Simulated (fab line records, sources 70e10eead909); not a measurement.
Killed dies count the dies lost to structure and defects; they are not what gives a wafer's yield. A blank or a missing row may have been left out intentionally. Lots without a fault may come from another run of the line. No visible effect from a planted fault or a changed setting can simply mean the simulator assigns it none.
2 desks looking at one fault / flow nand_harc / every desk sees just its own numbers, and what lay behind them comes last

## FROM THE METROLOGY DESK
Lot by lot, what the gauges showed, no matter which tool ran the lot: averages of those sampled wafers that carry a number. The brackets show how far a lot's mean lies from the usual mean; more than 4 standard deviations puts the lot out of limits, marked OUT.
Columns: A = cd_nm at NHARC_A_BLC_CD_MEAS_10, usual 100.3 nm; B = overlay_x_nm at NHARC_A_BLC_OVL_MEAS_11, usual 0.1 nm; C = overlay_y_nm at NHARC_A_BLC_OVL_MEAS_11, usual 0.0 nm
lot=L446; first seen here=day 22 23:58; A=100.2; B=-0.1; C=0.4
lot=L454; first seen here=day 26 17:53; A=100.8; B=0.0; C=-0.1
lot=L459; first seen here=day 28 02:42; A=101.1; B=1.2; C=0.4
lot=L458; first seen here=day 28 17:30; A=100.9; B=-1.0; C=0.5
lot=L467; first seen here=day 31 14:53; A=100.8; B=0.1; C=-0.4
lot=L468; first seen here=day 31 15:47; A=101.2; B=0.1; C=-0.1
Result from this desk: across the 6 lots, nothing is out of limits.

## THE DEFECT DESK
Counts from the inspections along the route, per lot, as means over the sampled wafers that have a number. The brackets show how far a lot's mean lies from the usual mean; more than 4 standard deviations puts the lot out of limits, marked OUT.
Columns: A = raw_defect_count at NHARC_A_CONTACT_INSPECT_23, usual 506; B = raw_defect_count at NHARC_A_BLC_INSPECT_12, usual 83
lot=L446; first seen here=day 22 23:35; A=433; B=35
lot=L454; first seen here=day 26 17:31; A=623; B=39
lot=L459; first seen here=day 28 02:11; A=563; B=124
lot=L458; first seen here=day 28 17:00; A=596; B=65
lot=L467; first seen here=day 31 14:23; A=409; B=60
lot=L468; first seen here=day 31 15:17; A=507; B=78
Result from this desk: across the 6 lots, nothing is out of limits.

## PUT TOGETHER
From the metrology desk's view, nothing was out of limits.
Nothing out of limits was seen by the defect desk.

## WHAT THE SIMULATOR HAD INSERTED
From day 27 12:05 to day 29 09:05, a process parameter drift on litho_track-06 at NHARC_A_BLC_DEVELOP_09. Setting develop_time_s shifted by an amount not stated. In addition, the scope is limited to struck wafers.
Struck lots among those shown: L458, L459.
